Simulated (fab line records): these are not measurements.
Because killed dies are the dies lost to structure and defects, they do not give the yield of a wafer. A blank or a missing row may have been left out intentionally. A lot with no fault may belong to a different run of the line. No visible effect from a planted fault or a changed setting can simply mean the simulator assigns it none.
Which of the tools did it? -- flow n5-finfet -- 13 lots, 36 wafers sampled, at 2 steps of a route of 1938

WHAT EACH GAUGE READ, for each wafer
N5_BEOL_M12_INSPECT_55: inspects for defects (darkfield). Usual: raw-defect-count reads 72 (standard deviation 25).
lot,measured,on,raw-defect-count,flag
L163,day 14 03:13,defect-inspect-01,40 30 51,
L166,day 14 20:08,defect-inspect-02,109 60 47,
L164,day 14 23:56,defect-inspect-01,142 89,
L165,day 15 06:02,defect-inspect-02,55 73 76,
L171,day 16 02:52,defect-inspect-02,89 72 131,
L170,day 17 13:22,defect-inspect-02,75 67 138,
L172,day 17 18:20,defect-inspect-02,62 63 55,
L174,day 18 04:33,defect-inspect-01,80 40 37,
L178,day 18 19:23,defect-inspect-01,95,
L177,day 18 23:22,defect-inspect-01,62 70 44,
L185,day 19 14:32,defect-inspect-02,47 39 40,
L181,day 19 17:56,defect-inspect-01,81 88 86,
L184,day 20 04:06,defect-inspect-02,84 61 81,

WHICH TOOL RAN EACH LOT (tool, then ch and the chambers of the sampled wafers, then the start)
lot,N5_BEOL_M12_CMP_49
L163,"cmp-04 ch 0,1,2, day 14 02:51"
L166,"cmp-01 ch 0,1,3, day 14 19:41"
L164,"cmp-04 ch 0,2, day 14 23:32"
L165,"cmp-04 ch 0,1,2, day 15 05:38"
L171,"cmp-01 ch 1,2,3, day 16 02:29"
L170,"cmp-01 ch 0,1, day 17 12:55"
L172,"cmp-01 ch 0,1, day 17 17:55"
L174,"cmp-02 ch 0,2,3, day 18 04:05"
L178,"cmp-01 ch 0, day 18 19:05"
L177,"cmp-04 ch 0,1, day 18 22:55"
L185,"cmp-04 ch 0,2, day 19 14:05"
L181,"cmp-02 ch 1,2,3, day 19 17:32"
L184,"cmp-04 ch 0,1,3, day 20 03:39"
- N5_BEOL_M12_CMP_49: polishes, stops on SiOC, t overpolish 20.6 s, target thk 320 nm.

AS READ BY THE TOOLS THEMSELVES (means over the sampled wafers that have a number; for cases with no such wafer, the mark the record gives instead)
N5_BEOL_M12_CMP_49. Usual: barrier-field-endpoint-s 30.2 s, standard deviation 0.76; head-pressure-psi 1.0001 psi, standard deviation 0.0024; motor-current-A 6.1 A, standard deviation 0.53; overpolish-run-s 20.602 s, standard deviation 0.0089; platen-rpm 50.00 rpm, standard deviation 0.039.
lot,tool,barrier-field-endpoint-s (s),head-pressure-psi (psi),motor-current-A (A),overpolish-run-s (s),platen-rpm (rpm),flag
L163,cmp-04,29.7,0.9998,5.8,20.601,50.01,
L166,cmp-01,30.5,0.9989,6.0,20.600,49.98,
L164,cmp-04,30.3,1.0018,5.8,20.611,50.03,
L165,cmp-04,30.5,1.0008,5.9,20.605,49.99,
L171,cmp-01,30.6,1.0002,5.6,20.598,50.05,
L170,cmp-01,30.7,0.9989,6.3,20.594,49.98,
L172,cmp-01,30.0,1.0006,6.5,20.604,50.00,
L174,cmp-02,30.2,1.0011,6.3,20.600,49.97,
L178,cmp-01,34.2,0.8878,6.6,20.587,49.94,OFF
L177,cmp-04,30.4,0.9988,5.6,20.597,50.01,
L185,cmp-04,30.6,1.0007,5.9,20.606,50.02,
L181,cmp-02,29.9,1.0003,6.4,20.610,50.02,
L184,cmp-04,30.9,1.0021,5.8,20.597,50.02,

THE ANSWER, worked out from the rows above alone
Rule: a lot counts as off when the mean over its wafers that have a number is more than 3 standard deviations away from the usual mean. Also off: a lot with no number at a reading for which 4 or more lots have one. The other lots that the step has rows for count as sound. Order of review: gauges by route order, followed by the tools' own readings, for which a lot's mean as printed above is used. The first step at which some lot is off is used, and at that step the reading that is off furthest; a lot without a number counts as furthest.
Off: L178 (N5_BEOL_M12_CMP_49, head-pressure-psi).
If a tool, at that step or one of the process steps before it, ran each lot that is off and ran no sound lot following the first of them, it fits. One candidate fits, namely cmp-01 at N5_BEOL_M12_CMP_49. A fault onset in the window from L172 (day 17 17:55, its last sound lot) to L178 (day 18 19:05, its first lot off) fits.
The tool's own readings at N5_BEOL_M12_CMP_49 bear it out: on the lots that are off they differ by more than 5 times the standard deviation of the sound lots' means. barrier-field-endpoint-s reads 34.2 s there against 30.4 s on the sound lots; head-pressure-psi reads 0.8878 psi there against 1.0003 psi on the sound lots.

WHAT THE SIMULATOR PUT IN
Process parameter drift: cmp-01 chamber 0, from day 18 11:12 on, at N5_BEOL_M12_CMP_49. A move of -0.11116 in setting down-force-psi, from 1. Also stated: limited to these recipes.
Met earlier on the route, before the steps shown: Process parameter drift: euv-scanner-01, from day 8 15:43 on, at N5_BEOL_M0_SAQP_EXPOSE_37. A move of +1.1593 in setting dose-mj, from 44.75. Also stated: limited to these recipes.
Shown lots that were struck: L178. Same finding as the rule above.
